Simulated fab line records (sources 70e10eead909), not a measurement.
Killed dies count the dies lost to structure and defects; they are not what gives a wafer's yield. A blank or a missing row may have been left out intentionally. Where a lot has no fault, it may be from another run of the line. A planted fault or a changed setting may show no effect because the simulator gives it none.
fab line records + flow nandHarc
record
- lots=12
- wafers=36
- lastDay=24
route steps=1159 shown P_GATE@157 P_CONTACT@234 END@1159
lots with no fault: from the same line, run without faults
startH: start of the lot's first displayed wafer, in hours after the record's first day + waitH: hours elapsed since this lot's preceding step + " same as the row above + L1.1+2: one row covering several wafers at once + - no value, or no start was given + * or withheld: withheld + < > ~ a bound
route shown NAME@n: a module of which the file shows steps, and the number in the route of the first + usual: mean/standard deviation taken from wafers without a fault + same: alike in all rows + chamber/n: place in a boat + sites: the reading at each site + _std_site: standard deviation across them + _edge_site: the outer-site mean with the inner-site mean subtracted + radiusMm: how far each site lies from the wafer's centre + mask NAME#n: copy n + behind: the tool/chamber that last shaped the wafer + hold: the reason the lot was held/the length of the hold in hours/how it ended + device: whichever transistor did not switch (one of n, p or np) + end of line: the route-end tests of the same wafers + a step with no rows: only its recipe + killed: count of dies lost to structure and defects at first sort (not the wafer's yield) + map: a wafer's dies, marking killed ones x, the rest . and places with no die _
set.NAME: the setting that was run; set.NAME@STEP: the one run at that earlier step + model.NAME: the simulator's own value behind a step, which no gauge read
a sample of lots followed through the steps of the route, with each step as a table and each wafer as a row
services: a tool's chamber out of use, with start hour (startH, from the record's first day; less than 0 if before it), hours out, and reason
## steps
# step NHARC_P_GATE_STRIP_101
# recipe
- timeS=20
- o2FlowSccm=500
- arFlowSccm=0
- biasW=0
- chemistry=O2
# usual
- drypumpMotorCurrentA=5.7/0.45
- oesProductAu=0.997/0.01
- rfVppV=57.6/0.92
- showerheadPlenumPTorr=3.48/0.12
- throttleValvePct=17.036/0.0091
# same
- timeS=20
| lot.wafer | tool       | chamber | startH | waitH | drypumpMotorCurrentA | oesProductAu | rfHoursCounterH | rfVppV | showerheadPlenumPTorr | throttleValvePct |
|-----------|------------|---------|--------|-------|----------------------|--------------|-----------------|--------|-----------------------|------------------|
| L459.3    | rieDiel-13 | 0       | 108.54 | 0.1   | 5.2                  | 0.999        | 0               | 58.0   | 3.38                  | 17.024           |
| L459.4    | "          | 2       | "      | "     | 6.0                  | 1.008        | 0               | 56.6   | 3.42                  | 17.033           |
| L459.6    | "          | 0       | "      | "     | 5.2                  | 1.005        | -               | 56.9   | 3.38                  | 17.042           |
| L461.1    | rieDiel-01 | 2       | 114.92 | 0.1   | 6.0                  | 1.003        | 50              | 57.9   | 3.66                  | 17.019           |
| L461.5    | "          | 2       | "      | "     | 6.0                  | 0.998        | -               | 58.0   | 3.65                  | 17.029           |
| L461.6    | "          | 3       | "      | "     | 5.3                  | 0.977        | -               | 57.6   | 3.51                  | 17.039           |
| L463.2    | rieDiel-13 | 0       | 129.95 | 0.1   | 5.2                  | 0.995        | 3               | 56.6   | 3.38                  | 17.051           |
| L463.1    | "          | 2       | "      | "     | 6.0                  | 1.010        | 3               | 57.6   | 3.42                  | 17.046           |
| L463.6    | "          | 3       | "      | "     | 6.0                  | 1.002        | -               | 58.6   | 3.63                  | 17.035           |
| L468.1    | rieDiel-01 | 3       | 157.21 | 0.2   | 5.4                  | 0.977        | 4               | 57.4   | 3.50                  | 17.060           |
| L468.2    | "          | 0       | "      | "     | 6.8                  | 1.001        | 4               | 57.6   | 3.33                  | 17.051           |
| L468.5    | "          | 2       | "      | "     | 6.0                  | 0.990        | -               | 59.6   | 3.65                  | 17.039           |
| L474.4    | rieDiel-13 | 3       | 191.59 | 0.1   | 6.0                  | 0.996        | 16              | 59.3   | 3.63                  | 17.046           |
| L474.5    | "          | 3       | "      | "     | 6.0                  | 1.002        | -               | 57.5   | 3.63                  | 17.044           |
| L474.6    | "          | 0       | "      | "     | 5.2                  | 0.986        | -               | 56.9   | 3.37                  | 17.037           |
| L475.1    | rieDiel-01 | 3       | 209.86 | 0.1   | 5.4                  | 0.997        | 22              | 57.7   | 3.49                  | 17.030           |
| L475.4    | "          | 1       | "      | "     | 5.1                  | 1.001        | 26              | 57.7   | 3.37                  | 17.038           |
| L475.3    | "          | 2       | "      | "     | 6.1                  | 0.993        | 23              | 58.3   | 3.64                  | 17.037           |
| L476.4    | rieDiel-13 | 3       | 210.35 | 0.1   | 6.0                  | 1.009        | 21              | 57.7   | 3.62                  | 17.025           |
| L476.5    | "          | 2       | "      | "     | 6.0                  | 1.006        | -               | 56.9   | 3.41                  | 17.041           |
| L476.6    | "          | 3       | "      | "     | 6.0                  | 1.008        | -               | 59.1   | 3.62                  | 17.019           |
| L477.3    | rieDiel-01 | 2       | 217.07 | 0.1   | 6.1                  | 0.995        | 27              | 59.3   | 3.64                  | 17.032           |
| L477.1    | "          | 3       | "      | "     | 5.4                  | 0.983        | 26              | 58.6   | 3.49                  | 17.037           |
| L477.4    | "          | 1       | "      | "     | 5.1                  | 1.003        | 30              | 58.0   | 3.37                  | 17.044           |
| L478.4    | rieDiel-07 | 0       | 217.54 | 0.1   | 5.8                  | 1.008        | 63              | 57.2   | 3.77                  | 17.045           |
| L478.6    | "          | 2       | "      | "     | 6.0                  | 0.995        | -               | 57.7   | 3.57                  | 17.020           |
| L478.5    | "          | 3       | "      | "     | 5.3                  | 0.983        | -               | 56.4   | 3.50                  | 17.033           |
| L479.1    | rieDiel-01 | 3       | 233.80 | 0.1   | 5.4                  | 0.979        | 32              | 58.7   | 3.48                  | 17.027           |
| L479.4    | "          | 1       | "      | "     | 5.1                  | 0.997        | 37              | 55.6   | 3.36                  | 17.047           |
| L479.2    | "          | 2       | "      | "     | 6.1                  | 0.998        | 33              | 56.4   | 3.63                  | 17.043           |
| L480.4    | rieDiel-13 | 1       | 233.85 | 0.3   | 5.5                  | 0.975        | 24              | 57.6   | 3.39                  | 17.032           |
| L480.3    | "          | 2       | "      | "     | 6.0                  | 1.010        | 25              | 56.2   | 3.41                  | 17.040           |
| L480.6    | "          | 0       | "      | "     | 5.2                  | 1.003        | -               | 56.7   | 3.36                  | 17.023           |
| L481.1    | rieDiel-01 | 2       | 238.80 | 0.1   | 6.0                  | 0.991        | 34              | 57.9   | 3.63                  | 17.035           |
| L481.4    | "          | 0       | "      | "     | 6.7                  | 1.002        | 37              | 56.8   | 3.31                  | 17.039           |
| L481.2    | "          | 1       | "      | "     | 5.1                  | 1.002        | 38              | 56.1   | 3.36                  | 17.050           |
# step NHARC_P_GATE_EXPOSE_88
# recipe
- na=0.6
- targetCdNm=2000
- doseMj=11.87
- maskId=P_HVN
| lot.wafer  | tool          | chamber | startH | waitH | mask       |
|------------|---------------|---------|--------|-------|------------|
| L459.3+4+6 | krfScanner-03 | 0       | 112.81 | -     | P_HVN#0    |
| L461.1+5+6 | krfScanner-02 | 0       | 119.35 | -     | P_HVN#0    |
| L463.1+2+6 | krfScanner-03 | 0       | 134.09 | -     | P_HVN#0    |
| L468.1+2+5 | krfScanner-03 | 0       | 161.42 | -     | P_HVN_R1#0 |
| L474.4+5+6 | krfScanner-01 | 0       | 195.70 | -     | P_HVN#0    |
| L475.1+3+4 | krfScanner-01 | 0       | 213.88 | -     | P_HVN#0    |
| L476.4+5+6 | krfScanner-01 | 0       | 214.64 | -     | P_HVN#0    |
| L477.1+3+4 | krfScanner-03 | 0       | 221.31 | -     | P_HVN#0    |
| L478.4+5+6 | krfScanner-01 | 0       | 221.80 | -     | P_HVN#0    |
| L479.1+2+4 | krfScanner-02 | 0       | 237.78 | -     | P_HVN#0    |
| L480.3+4+6 | krfScanner-01 | 0       | 238.11 | -     | P_HVN#0    |
| L481.1+2+4 | krfScanner-03 | 0       | 243.03 | -     | P_HVN#0    |
# step NHARC_P_GATE_CD_MEAS_91
# recipe
- targetCdNm=2000
- landingEnergyEv=500
# usual
- cdNm=1999.0/1.9
| lot.wafer | tool     | chamber | startH | waitH | cdNm   |
|-----------|----------|---------|--------|-------|--------|
| L459.3    | cdSem-02 | 0       | 112.96 | -     | 1999.1 |
| L459.4    | "        | 0       | "      | "     | 2001.9 |
| L459.6    | "        | 0       | "      | "     | 2000.3 |
| L461.1    | cdSem-02 | 0       | 119.51 | -     | 2001.1 |
| L461.5    | "        | 0       | "      | "     | 1997.6 |
| L461.6    | "        | 0       | "      | "     | 2001.5 |
| L463.1    | cdSem-03 | 0       | 134.24 | -     | 1998.9 |
| L463.2    | "        | 0       | "      | "     | 1996.1 |
| L463.6    | "        | 0       | "      | "     | 1997.6 |
| L468.1    | cdSem-01 | 0       | 161.57 | -     | 2319.2 |
| L468.2    | "        | 0       | "      | "     | 2317.9 |
| L468.5    | "        | 0       | "      | "     | 2322.1 |
| L474.4    | cdSem-01 | 0       | 195.85 | -     | 2001.4 |
| L474.5    | "        | 0       | "      | "     | 1999.8 |
| L474.6    | "        | 0       | "      | "     | 2000.2 |
| L475.1    | cdSem-03 | 0       | 214.04 | -     | 1997.9 |
| L475.3    | "        | 0       | "      | "     | 2000.3 |
| L475.4    | "        | 0       | "      | "     | 2000.1 |
| L476.4    | cdSem-01 | 0       | 214.79 | -     | 1999.6 |
| L476.5    | "        | 0       | "      | "     | 1996.7 |
| L476.6    | "        | 0       | "      | "     | 1997.8 |
| L477.1    | cdSem-03 | 0       | 221.47 | -     | 2000.4 |
| L477.3    | "        | 0       | "      | "     | 2000.4 |
| L477.4    | "        | 0       | "      | "     | 2001.2 |
| L478.4    | cdSem-01 | 0       | 221.95 | -     | 1996.3 |
| L478.5    | "        | 0       | "      | "     | 1999.7 |
| L478.6    | "        | 0       | "      | "     | 2000.6 |
| L479.1    | cdSem-01 | 0       | 237.93 | -     | 1999.2 |
| L479.2    | "        | 0       | "      | "     | 1997.5 |
| L479.4    | "        | 0       | "      | "     | 1995.3 |
| L480.3    | cdSem-02 | 0       | 238.26 | -     | 1999.3 |
| L480.4    | "        | 0       | "      | "     | 1996.7 |
| L480.6    | "        | 0       | "      | "     | 1998.8 |
| L481.1    | cdSem-02 | 0       | 243.19 | -     | 1998.4 |
| L481.2    | "        | 0       | "      | "     | 1995.9 |
| L481.4    | "        | 0       | "      | "     | 1997.6 |
# step NHARC_P_GATE_RTA_64
# recipe
- tempC=1050
- timeS=1
# usual
- annealTempCMax=1054.4/1
- lampPowerPct=35.0/2.8
- lamp_zone_1_pct=35.0/2.8
- wafer_temp_C_max=1054.5/0.97
# same
- timeS=1
| lot.wafer | tool         | chamber | startH | waitH | annealTempCMax | lampPowerPct | lamp_zone_1_pct | wafer_temp_C_max |
|-----------|--------------|---------|--------|-------|----------------|--------------|-----------------|------------------|
| L459.3    | rtpAnneal-02 | 0       | 114.83 | -     | 1053.8         | 31.7         | 31.8            | 1055.0           |
| L459.4    | "            | 0       | "      | "     | 1054.4         | 31.7         | 31.8            | 1058.2           |
| L459.6    | "            | 0       | "      | "     | 1055.4         | 31.7         | 31.8            | 1054.9           |
| L461.1    | rtpAnneal-01 | 0       | 121.33 | -     | 1055.0         | 37.3         | 37.4            | 1054.3           |
| L461.5    | "            | 0       | "      | "     | 1055.6         | 37.3         | 37.4            | 1054.6           |
| L461.6    | "            | 0       | "      | "     | 1054.4         | 37.4         | 37.3            | 1054.7           |
| L463.1    | rtpAnneal-02 | 0       | 136.05 | -     | 1053.8         | 31.8         | 31.7            | 1056.8           |
| L463.2    | "            | 0       | "      | "     | 1052.3         | 31.8         | 31.8            | 1054.6           |
| L463.6    | "            | 0       | "      | "     | 1053.7         | 31.8         | 31.8            | 1056.5           |
| L468.1    | rtpAnneal-01 | 0       | 163.81 | -     | 1054.5         | 37.4         | 37.4            | 1053.2           |
| L468.2    | "            | 0       | "      | "     | 1056.9         | 37.4         | 37.4            | 1054.1           |
| L468.5    | "            | 0       | "      | "     | 1054.5         | 37.4         | 37.3            | 1054.7           |
| L474.4    | rtpAnneal-01 | 0       | 197.72 | -     | 1056.5         | 37.4         | 37.4            | 1054.3           |
| L474.5    | "            | 0       | "      | "     | 1056.1         | 37.4         | 37.4            | 1054.3           |
| L474.6    | "            | 0       | "      | "     | 1056.1         | 37.4         | 37.5            | 1054.2           |
| L475.1    | rtpAnneal-02 | 0       | 215.84 | -     | 1053.1         | 31.7         | 31.7            | 1054.5           |
| L475.3    | "            | 0       | "      | "     | 1053.5         | 31.7         | 31.8            | 1054.4           |
| L475.4    | "            | 0       | "      | "     | 1053.4         | 31.8         | 31.7            | 1055.0           |
| L476.4    | rtpAnneal-01 | 0       | 216.98 | -     | 1054.5         | 37.5         | 37.4            | 1054.0           |
| L476.5    | "            | 0       | "      | "     | 1055.7         | 37.5         | 37.4            | 1054.8           |
| L476.6    | "            | 0       | "      | "     | 1055.0         | 37.4         | 37.4            | 1054.4           |
| L477.1    | rtpAnneal-01 | 0       | 223.27 | -     | 1055.2         | 37.4         | 37.4            | 1053.5           |
| L477.3    | "            | 0       | "      | "     | 1055.3         | 37.4         | 37.4            | 1054.5           |
| L477.4    | "            | 0       | "      | "     | 1054.7         | 37.4         | 37.4            | 1054.9           |
| L478.4    | rtpAnneal-01 | 0       | 223.83 | -     | 1054.5         | 37.4         | 37.3            | 1054.2           |
| L478.5    | "            | 0       | "      | "     | 1054.7         | 37.4         | 37.4            | 1055.3           |
| L478.6    | "            | 0       | "      | "     | 1054.7         | 37.4         | 37.4            | 1053.6           |
| L479.1    | rtpAnneal-01 | 0       | 239.75 | -     | 1054.7         | 37.4         | 37.3            | 1053.7           |
| L479.2    | "            | 0       | "      | "     | 1054.1         | 37.3         | 37.3            | 1052.7           |
| L479.4    | "            | 0       | "      | "     | 1055.8         | 37.3         | 37.4            | 1054.7           |
| L480.3    | rtpAnneal-01 | 0       | 240.12 | -     | 1055.5         | 37.4         | 37.4            | 1052.7           |
| L480.4    | "            | 0       | "      | "     | 1057.5         | 37.4         | 37.4            | 1053.8           |
| L480.6    | "            | 0       | "      | "     | 1053.8         | 37.3         | 37.4            | 1053.2           |
| L481.1    | rtpAnneal-01 | 0       | 244.99 | -     | 1055.2         | 37.4         | 37.4            | 1055.3           |
| L481.2    | "            | 0       | "      | "     | 1055.3         | 37.4         | 37.4            | 1053.9           |
| L481.4    | "            | 0       | "      | "     | 1054.8         | 37.4         | 37.4            | 1053.0           |
# step NHARC_P_CONTACT_INSPECT_14
# usual
- rawDefectCount=3.3/2.2
| lot.wafer | tool             | chamber | startH | waitH | rawDefectCount |
|-----------|------------------|---------|--------|-------|----------------|
| L459.3    | defectInspect-01 | -       | 117.89 | 0.0   | 7              |
| L459.4    | "                | -       | "      | "     | 6              |
| L459.6    | "                | -       | "      | "     | 5              |
| L461.1    | defectInspect-01 | -       | 124.43 | 0.0   | 1              |
| L461.5    | "                | -       | "      | "     | 6              |
| L461.6    | "                | -       | "      | "     | 1              |
| L463.1    | defectInspect-02 | -       | 138.98 | 0.0   | 3              |
| L463.2    | "                | -       | "      | "     | 3              |
| L463.6    | "                | -       | "      | "     | 5              |
| L468.1    | defectInspect-02 | -       | 167.01 | 0.0   | 0              |
| L468.2    | "                | -       | "      | "     | 4              |
| L468.5    | "                | -       | "      | "     | 4              |
| L474.4    | defectInspect-02 | -       | 200.75 | 0.0   | 2              |
| L474.5    | "                | -       | "      | "     | 0              |
| L474.6    | "                | -       | "      | "     | 3              |
| L475.1    | defectInspect-02 | -       | 218.71 | 0.0   | 1              |
| L475.3    | "                | -       | "      | "     | 2              |
| L475.4    | "                | -       | "      | "     | 5              |
| L476.4    | defectInspect-02 | -       | 220.10 | 0.0   | 1              |
| L476.5    | "                | -       | "      | "     | 2              |
| L476.6    | "                | -       | "      | "     | 3              |
| L477.1    | defectInspect-01 | -       | 226.36 | 0.0   | 4              |
| L477.3    | "                | -       | "      | "     | 3              |
| L477.4    | "                | -       | "      | "     | 2              |
| L478.4    | defectInspect-01 | -       | 227.37 | 0.0   | 4              |
| L478.5    | "                | -       | "      | "     | 2              |
| L478.6    | "                | -       | "      | "     | 3              |
| L479.1    | defectInspect-02 | -       | 242.78 | 0.0   | 7              |
| L479.2    | "                | -       | "      | "     | 6              |
| L479.4    | "                | -       | "      | "     | 2              |
| L480.3    | defectInspect-02 | -       | 242.94 | 0.0   | 3              |
| L480.4    | "                | -       | "      | "     | 4              |
| L480.6    | "                | -       | "      | "     | 3              |
| L481.1    | defectInspect-02 | -       | 248.09 | 0.0   | 3              |
| L481.2    | "                | -       | "      | "     | 1              |
| L481.4    | "                | -       | "      | "     | 2              |
# step NHARC_END_SORT_01
# recipe
- tempC=25
# usual
- killedAtArray=29/10
- killedAtOther=0.7/1.1
- killedAtPeriphery=3.2/2.2
- killedDies=33/11
- killedOpen=3.5/1.8
- killedShort=2.0/1.4
# same
- grossDies=677
| lot.wafer | tool      | chamber | startH | waitH | killedAtArray | killedAtOther | killedAtPeriphery | killedDies | killedOpen | killedShort |
|-----------|-----------|---------|--------|-------|---------------|---------------|-------------------|------------|------------|-------------|
| L468.1    | prober-01 | 0       | 505.93 | 2.5   | 26            | 1             | 225               | 252        | 3          | 1           |
| L468.2    | prober-01 | 0       | 506.72 | 2.8   | 26            | 2             | 213               | 241        | 2          | 2           |
| L468.5    | prober-01 | 0       | 509.11 | 3.7   | 29            | 1             | 222               | 252        | 2          | 3           |
# killed by level:class
L468.1 P_GATE:areaExpose=225 A_CHANNEL_HOLE_D1:chamberFilmFlake=12 A_STAIRCASE:chamberFilmFlake=4 A_CONTACT:chamberFilmFlake=4 A_M0:geometricParticle:open=2 A_SLIT:chamberFilmFlake=2 A_CONTACT:geometricParticle:short=1 A_CONTACT:geometricParticle:open=1
L468.2 P_GATE:areaExpose=213 A_CHANNEL_HOLE_D1:chamberFilmFlake=12 A_STAIRCASE:chamberFilmFlake=5 A_SLIT:chamberFilmFlake=3 A_CONTACT:chamberFilmFlake=2 THIN_TSV:chamberFilmFlake=2 A_ONON_D1:geometricParticle:short=1 A_CHANNEL_FILL_D1:geometricParticle:open=1
L468.5 P_GATE:areaExpose=221 A_CHANNEL_HOLE_D1:chamberFilmFlake=14 A_SLIT:chamberFilmFlake=5 A_STAIRCASE:chamberFilmFlake=3 A_CONTACT:geometricParticle:open=2 A_CONTACT:chamberFilmFlake=2 A_ONON_D1:geometricParticle:short=1 A_CHANNEL_FILL_D1:geometricParticle:short=1
## services
| tool          | chamber | startH | hours | kind      |
|---------------|---------|--------|-------|-----------|
| rieDiel-01    | 0       | 92.57  | -     | clean     |
| rieDiel-01    | 1       | 92.57  | -     | clean     |
| rieDiel-01    | 2       | 92.57  | -     | clean     |
| rieDiel-01    | 3       | 92.57  | -     | clean     |
| rieDiel-13    | -       | 99.06  | 9.0   | pm        |
| krfScanner-02 | -       | 110.69 | 0.6   | repair    |
| rieDiel-01    | 0       | 117.07 | -     | clean     |
| rieDiel-01    | 1       | 117.07 | -     | clean     |
| rieDiel-01    | 2       | 117.07 | -     | clean     |
| rieDiel-01    | 3       | 117.07 | -     | clean     |
| krfScanner-01 | -       | 117.44 | 0.5   | repair    |
| rieDiel-01    | 0       | 136.38 | 7.9   | repair    |
| rieDiel-01    | -       | 137.93 | 9.0   | pm        |
| rieDiel-01    | 1       | 137.93 | 9.0   | ventCycle |
| rieDiel-01    | 2       | 137.93 | 9.0   | ventCycle |
| rieDiel-01    | 3       | 137.93 | 9.0   | ventCycle |
| krfScanner-03 | -       | 168.00 | 4.0   | pm        |
| rieDiel-07    | 3       | 178.24 | 7.3   | repair    |
| krfScanner-03 | -       | 199.46 | 1.5   | repair    |
| krfScanner-01 | -       | 205.39 | 2.0   | repair    |
| krfScanner-02 | -       | 210.00 | 4.0   | pm        |
| rieDiel-07    | -       | 228.51 | 9.0   | pm        |
| rieDiel-13    | -       | 237.43 | 0.3   | repair    |
| krfScanner-03 | -       | 238.50 | 1.5   | repair    |
## key
firstSign
- step=NHARC_P_GATE_EXPOSE_88
- reading=mask
- direction=changed
effect
- step=NHARC_P_GATE_CD_MEAS_91
- reading=cdNm
- direction=up
- sigmas=99+
- usual=1999.0
- struck=2319.7
effect
- step=NHARC_END_SORT_01
- reading=killedAtPeriphery
- direction=up
- sigmas=97
- usual=3.2
- struck=220
moreKillsBornAt
- NHARC_P_GATE_EXPOSE_88@krfScanner-03=659
metAt NHARC_P_GATE_EXPOSE_88
struckLots L468
testerLeftOut L468
notActingAt NHARC_P_GATE_STRIP_101,NHARC_P_GATE_RTA_64,NHARC_P_CONTACT_INSPECT_14
onsetBetween 134.09 161.42
fault
- kind=wrongMask
- tool=any
- chamber=-
- onsetH=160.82
- steps=NHARC_P_GATE_EXPOSE_88
- auxCopy=P_HVN_R1#0
- cdOffsetNm=321.56
- scope=struckLotsOnly
# testerLeftOut: of these lots the tester's yield and bins aren't shown, on N5 and GAA mostly nor the transistor test; their killed dies are dies lost to structure and defects alone, not to doping, threshold or leakage, so they don't give the yield
